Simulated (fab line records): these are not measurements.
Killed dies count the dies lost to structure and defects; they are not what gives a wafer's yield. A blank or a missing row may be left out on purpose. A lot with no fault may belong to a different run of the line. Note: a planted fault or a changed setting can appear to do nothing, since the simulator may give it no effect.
The tool behind it: which one? || flow nand_harc || 11 lots, 33 wafers sampled, at 4 steps of a route of 1302

WHAT THE GAUGES READ, wafer by wafer
NHARC_A_SOURCE_PLATE_THK_MEAS_06: measures by ellipsometry.
{"lot": "L075", "measured": "day 8 04:10", "on": "film_metro-01", "thk_nm (nm)": "202.1 199.4 201.4"}
{"lot": "L077", "measured": "day 9 03:38", "on": "film_metro-02", "thk_nm (nm)": "196.5 195.5 198.4"}
{"lot": "L079", "measured": "day 9 21:49", "on": "film_metro-02", "thk_nm (nm)": "197.4 200.2 201.9"}
{"lot": "L082", "measured": "day 10 21:47", "on": "film_metro-01", "thk_nm (nm)": "200.1 200.6 202.1"}
{"lot": "L084", "measured": "day 11 23:11", "on": "film_metro-01", "thk_nm (nm)": "200.5 199.1 199.9"}
{"lot": "L086", "measured": "day 12 15:27", "on": "film_metro-02", "thk_nm (nm)": "199.9 200.4 198.3"}
{"lot": "L088", "measured": "day 13 13:33", "on": "film_metro-01", "thk_nm (nm)": "197.7 197.2 198.1"}
{"lot": "L090", "measured": "day 14 12:06", "on": "film_metro-02", "thk_nm (nm)": "201.9 202.2 201.6"}
{"lot": "L092", "measured": "day 15 07:02", "on": "film_metro-01", "thk_nm (nm)": "198.6 198.8 199.3"}
{"lot": "L094", "measured": "day 16 05:14", "on": "film_metro-01", "thk_nm (nm)": "201.9 203.6 203.1"}
{"lot": "L096", "measured": "day 16 21:03", "on": "film_metro-01", "thk_nm (nm)": "199.2 202.9 200.8"}

TOOL THAT RAN EACH LOT (tool first, then ch and the chambers of the sampled wafers, then the start)
{"lot": "L075", "NHARC_P_BONDPAD_ETCH_12": "rie_diel-08 ch 0,3, day 7 03:45 or earlier", "NHARC_P_BONDPAD_STRIP_15": "rie_diel-06 ch 0,1,2, day 7 03:45", "NHARC_P_BONDPAD_PVD_17": "pvd_sputter-01, day 8 04:10 or earlier"}
{"lot": "L077", "NHARC_P_BONDPAD_ETCH_12": "rie_diel-06 ch 0,1, day 8 02:49 or earlier", "NHARC_P_BONDPAD_STRIP_15": "rie_diel-06 ch 1,2, day 8 02:49", "NHARC_P_BONDPAD_PVD_17": "pvd_sputter-01, day 9 03:38 or earlier"}
{"lot": "L079", "NHARC_P_BONDPAD_ETCH_12": "rie_diel-06 ch 0,1,2, day 8 21:11 or earlier", "NHARC_P_BONDPAD_STRIP_15": "rie_diel-02 ch 1,2,3, day 8 21:11", "NHARC_P_BONDPAD_PVD_17": "pvd_sputter-03, day 9 21:49 or earlier"}
{"lot": "L082", "NHARC_P_BONDPAD_ETCH_12": "rie_diel-08 ch 0,3, day 9 20:38 or earlier", "NHARC_P_BONDPAD_STRIP_15": "rie_diel-02 ch 0,1,3, day 9 20:38", "NHARC_P_BONDPAD_PVD_17": "pvd_sputter-03, day 10 21:47 or earlier"}
{"lot": "L084", "NHARC_P_BONDPAD_ETCH_12": "rie_diel-08 ch 1,2, day 10 21:10 or earlier", "NHARC_P_BONDPAD_STRIP_15": "rie_diel-02 ch 0,1,3, day 10 21:10", "NHARC_P_BONDPAD_PVD_17": "pvd_sputter-01, day 11 23:11 or earlier"}
{"lot": "L086", "NHARC_P_BONDPAD_ETCH_12": "rie_diel-02 ch 0,1,3, day 11 11:59 or earlier", "NHARC_P_BONDPAD_STRIP_15": "rie_diel-06 ch 0,1,3, day 11 11:59", "NHARC_P_BONDPAD_PVD_17": "pvd_sputter-03, day 12 15:27 or earlier"}
{"lot": "L088", "NHARC_P_BONDPAD_ETCH_12": "rie_diel-06 ch 0,1,3, day 12 13:25 or earlier", "NHARC_P_BONDPAD_STRIP_15": "rie_diel-02 ch 0,2,3, day 12 13:25", "NHARC_P_BONDPAD_PVD_17": "pvd_sputter-02, day 13 13:33 or earlier"}
{"lot": "L090", "NHARC_P_BONDPAD_ETCH_12": "rie_diel-06 ch 0,2,3, day 13 08:06 or earlier", "NHARC_P_BONDPAD_STRIP_15": "rie_diel-02 ch 0,2,3, day 13 08:06", "NHARC_P_BONDPAD_PVD_17": "pvd_sputter-02, day 14 12:06 or earlier"}
{"lot": "L092", "NHARC_P_BONDPAD_ETCH_12": "rie_diel-06 ch 0,1,2, day 14 06:40 or earlier", "NHARC_P_BONDPAD_STRIP_15": "rie_diel-08 ch 1,3, day 14 06:40", "NHARC_P_BONDPAD_PVD_17": "pvd_sputter-03, day 15 07:02 or earlier"}
{"lot": "L094", "NHARC_P_BONDPAD_ETCH_12": "rie_diel-08 ch 0,1, day 15 03:31 or earlier", "NHARC_P_BONDPAD_STRIP_15": "rie_diel-08 ch 0,2,3, day 15 03:31", "NHARC_P_BONDPAD_PVD_17": "pvd_sputter-03, day 16 05:14 or earlier"}
{"lot": "L096", "NHARC_P_BONDPAD_ETCH_12": "rie_diel-08 ch 0,3, day 15 20:24 or earlier", "NHARC_P_BONDPAD_STRIP_15": "rie_diel-08 ch 1,3, day 15 20:24", "NHARC_P_BONDPAD_PVD_17": "pvd_sputter-01, day 16 21:03 or earlier"}
- NHARC_P_BONDPAD_ETCH_12: etches the open film in CHF3/O2, target depth 200 nm, time 100 s.
- NHARC_P_BONDPAD_STRIP_15: strips in O2.
- NHARC_P_BONDPAD_PVD_17: deposits TaN, target thk 5 nm, time 8.06 s.

THE ANSWER, worked out from the rows above alone
Rule: what is usual is taken from the lots themselves. The widest of any qualifying gaps counts: lots, ordered by their means at a reading, are off when they make up no more than a third of the lots, leave a main group of 4 or more, and stand apart from it by 3 or more times the standard deviation of that group's means. The tables above print the reading to a certain number of digits; a main group whose means all agree to those digits is not used. Also off: a lot with no number at a reading for which 4 or more lots have one. Where the step has rows for the other lots, those lots are counted as sound.
None of the lots is off at any reading shown; this tells nothing.

WHAT HAD BEEN PUT IN BY THE SIMULATOR
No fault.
